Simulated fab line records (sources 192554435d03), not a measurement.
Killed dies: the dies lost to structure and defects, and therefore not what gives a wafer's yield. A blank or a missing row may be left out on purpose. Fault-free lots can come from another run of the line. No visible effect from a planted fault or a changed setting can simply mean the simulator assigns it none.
Chamber matching || flow n5_finfet || cvd_co-01 running N5_BEOL_M0_CO_CAP_123: 3 sister chambers
The step material Co, precursor CCTBA/H2, target thk 2 nm, time 102.1 s. 27 wafers are shown with their chamber, then 12 later ones without.

WAFERS PAIRED WITH THEIR CHAMBERS
{"wafer": "L075.3", "chamber": 2, "heater_power_w (W)": 230}
{"wafer": "L075.5", "chamber": 0, "heater_power_w (W)": 221}
{"wafer": "L075.6", "chamber": 2, "heater_power_w (W)": 234}
{"wafer": "L076.2", "chamber": 0, "heater_power_w (W)": 215}
{"wafer": "L076.4", "chamber": 0, "heater_power_w (W)": 226}
{"wafer": "L076.5", "chamber": 2, "heater_power_w (W)": 230}
{"wafer": "L077.2", "chamber": 2, "heater_power_w (W)": 241}
{"wafer": "L077.4", "chamber": 0, "heater_power_w (W)": 222}
{"wafer": "L077.5", "chamber": 1, "heater_power_w (W)": 232}
{"wafer": "L078.1", "chamber": 1, "heater_power_w (W)": 231}
{"wafer": "L078.3", "chamber": 0, "heater_power_w (W)": 220}
{"wafer": "L078.5", "chamber": 0, "heater_power_w (W)": 226}
{"wafer": "L080.1", "chamber": 1, "heater_power_w (W)": 234}
{"wafer": "L080.3", "chamber": 2, "heater_power_w (W)": 231}
{"wafer": "L080.4", "chamber": 1, "heater_power_w (W)": 231}
{"wafer": "L082.1", "chamber": 2, "heater_power_w (W)": 233}
{"wafer": "L082.3", "chamber": 1, "heater_power_w (W)": 226}
{"wafer": "L082.4", "chamber": 1, "heater_power_w (W)": 228}
{"wafer": "L081.1", "chamber": 0, "heater_power_w (W)": 218}
{"wafer": "L081.2", "chamber": 1, "heater_power_w (W)": 234}
{"wafer": "L081.5", "chamber": 1, "heater_power_w (W)": 235}
{"wafer": "L085.3", "chamber": 2, "heater_power_w (W)": 235}
{"wafer": "L085.4", "chamber": 0, "heater_power_w (W)": 225}
{"wafer": "L085.6", "chamber": 2, "heater_power_w (W)": 233}
{"wafer": "L091.1", "chamber": 2, "heater_power_w (W)": 234}
{"wafer": "L091.2", "chamber": 0, "heater_power_w (W)": 225}
{"wafer": "L091.4", "chamber": 0, "heater_power_w (W)": 222}

SIGNATURES (means of the wafers above)
{"reading": "heater_power_w", "chamber 0": 222.00, "chamber 1": 231.38, "chamber 2": 233.44, "scatter within a chamber": 3.4}
Rule: for each reading, subtract the chamber's mean from the wafer's reading, divide by that reading's scatter and square the result; add these up over the readings and take the root, which gives the wafer's distance from the chamber. The wafer belongs to the nearest chamber; if the next one is less than 2 further off, it can't be placed. The scatter: the root of (the sum of the squares of (reading less its chamber's mean) over the shown wafers, divided by (wafers less chambers)).

WAFERS MISSING THEIR CHAMBER
{"wafer": "L092.1", "heater_power_w (W)": 235}
{"wafer": "L092.2", "heater_power_w (W)": 226}
{"wafer": "L092.6", "heater_power_w (W)": 226}
{"wafer": "L094.1", "heater_power_w (W)": 227}
{"wafer": "L094.3", "heater_power_w (W)": 239}
{"wafer": "L094.4", "heater_power_w (W)": 237}
{"wafer": "L095.1", "heater_power_w (W)": 223}
{"wafer": "L095.2", "heater_power_w (W)": 237}
{"wafer": "L095.5", "heater_power_w (W)": 235}
{"wafer": "L096.1", "heater_power_w (W)": 224}
{"wafer": "L096.5", "heater_power_w (W)": 221}
{"wafer": "L096.6", "heater_power_w (W)": 232}

THE CHAMBER EACH PASSED THROUGH
{"wafer": "L092.1", "from the rows above": "can't be placed: 2 or 1", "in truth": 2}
{"wafer": "L092.2", "from the rows above": "can't be placed: 0 or 1 or 2", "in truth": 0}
{"wafer": "L092.6", "from the rows above": "can't be placed: 0 or 1 or 2", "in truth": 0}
{"wafer": "L094.1", "from the rows above": "can't be placed: 1 or 0 or 2", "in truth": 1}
{"wafer": "L094.3", "from the rows above": "can't be placed: 2 or 1", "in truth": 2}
{"wafer": "L094.4", "from the rows above": "can't be placed: 2 or 1", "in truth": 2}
{"wafer": "L095.1", "from the rows above": 0, "in truth": 0}
{"wafer": "L095.2", "from the rows above": "can't be placed: 2 or 1", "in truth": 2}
{"wafer": "L095.5", "from the rows above": "can't be placed: 2 or 1", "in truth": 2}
{"wafer": "L096.1", "from the rows above": "can't be placed: 0 or 1", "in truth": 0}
{"wafer": "L096.5", "from the rows above": 0, "in truth": 0}
{"wafer": "L096.6", "from the rows above": "can't be placed: 1 or 2", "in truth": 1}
Correctly placed: 2 of 12. Can't be placed from these rows: 10 (the true chamber is among the candidates in 10). 0 placed wrongly.
